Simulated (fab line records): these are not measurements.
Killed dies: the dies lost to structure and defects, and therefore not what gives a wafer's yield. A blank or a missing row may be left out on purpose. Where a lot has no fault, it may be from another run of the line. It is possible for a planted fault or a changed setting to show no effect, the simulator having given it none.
Which tool was responsible? | flow nandHarc | Sampling: 7 lots, 21 wafers, 3 of 1159 route steps

== WHAT EACH GAUGE READ, for each wafer ==
NHARC_END_WLT_00.
lot  | measured     | on        | VT_DECK1_BOTTOM
L671 | day 19 11:35 | prober-01 | 0.881 0.881 0.878
L676 | day 19 19:31 | prober-01 | 0.870 0.871 0.878
L675 | day 20 05:34 | prober-02 | 0.864 0.865 0.861
L678 | day 21 02:31 | prober-02 | 0.861 0.873 0.871
L681 | day 21 11:17 | prober-02 | 0.881 0.879 0.876
L689 | day 24 04:17 | prober-02 | 0.873 0.888 0.865
L693 | day 24 17:31 | prober-01 | 0.877 0.870 0.884

== WHICH TOOL RAN EACH LOT (tool, then ch and the chambers of the sampled wafers, then the start) ==
lot  | NHARC_A_CONTACT_ETCH_121           | NHARC_THIN_TSV_CMP_21
L671 | harCapEtch-02 ch 0,1, day 16 18:43 | cmp-03 ch 0,1,3, day 19 04:40
L676 | harCapEtch-03 ch 0,1, day 17 07:14 | cmp-01 ch 0,2,3, day 19 12:22
L675 | harCapEtch-03 ch 0,1, day 17 17:25 | cmp-02 ch 0,1, day 19 21:25
L678 | harCapEtch-03 ch 0,1, day 18 02:50 | cmp-03 ch 2,3, day 20 19:41
L681 | harCapEtch-03 ch 0,1, day 18 20:40 | cmp-03 ch 0,2,3, day 21 04:28
L689 | harCapEtch-02 ch 0,1, day 21 07:49 | cmp-01 ch 1,2,3, day 23 14:11
L693 | harCapEtch-02 ch 0,1, day 22 05:22 | cmp-03 ch 0,1, day 24 10:41
- NHARC_A_CONTACT_ETCH_121: etches the open film in C4F8/O2/Ar, time 94 s, target depth 922 nm.
- NHARC_THIN_TSV_CMP_21: polishes, t overpolish 30 s, target thk 2000 nm.

== THE ANSWER, worked out from the rows above alone ==
Rule: the usual values come from the lots themselves. Put in order of their means at a reading, lots are off if they are a third of the lots or fewer, leave a main group of 4 or more, and stand apart from it by a gap of 3 or more times the standard deviation of the main group's means; of several such gaps the widest counts. If all means in a main group match to the digits the tables above print for the reading, that group is not used. Also off: a lot with no number at a reading for which 4 or more lots have one. The other lots that the step has rows for count as sound.
No lot is off at any reading shown: from this, nothing can be told.

== WHAT HAD BEEN PUT IN BY THE SIMULATOR ==
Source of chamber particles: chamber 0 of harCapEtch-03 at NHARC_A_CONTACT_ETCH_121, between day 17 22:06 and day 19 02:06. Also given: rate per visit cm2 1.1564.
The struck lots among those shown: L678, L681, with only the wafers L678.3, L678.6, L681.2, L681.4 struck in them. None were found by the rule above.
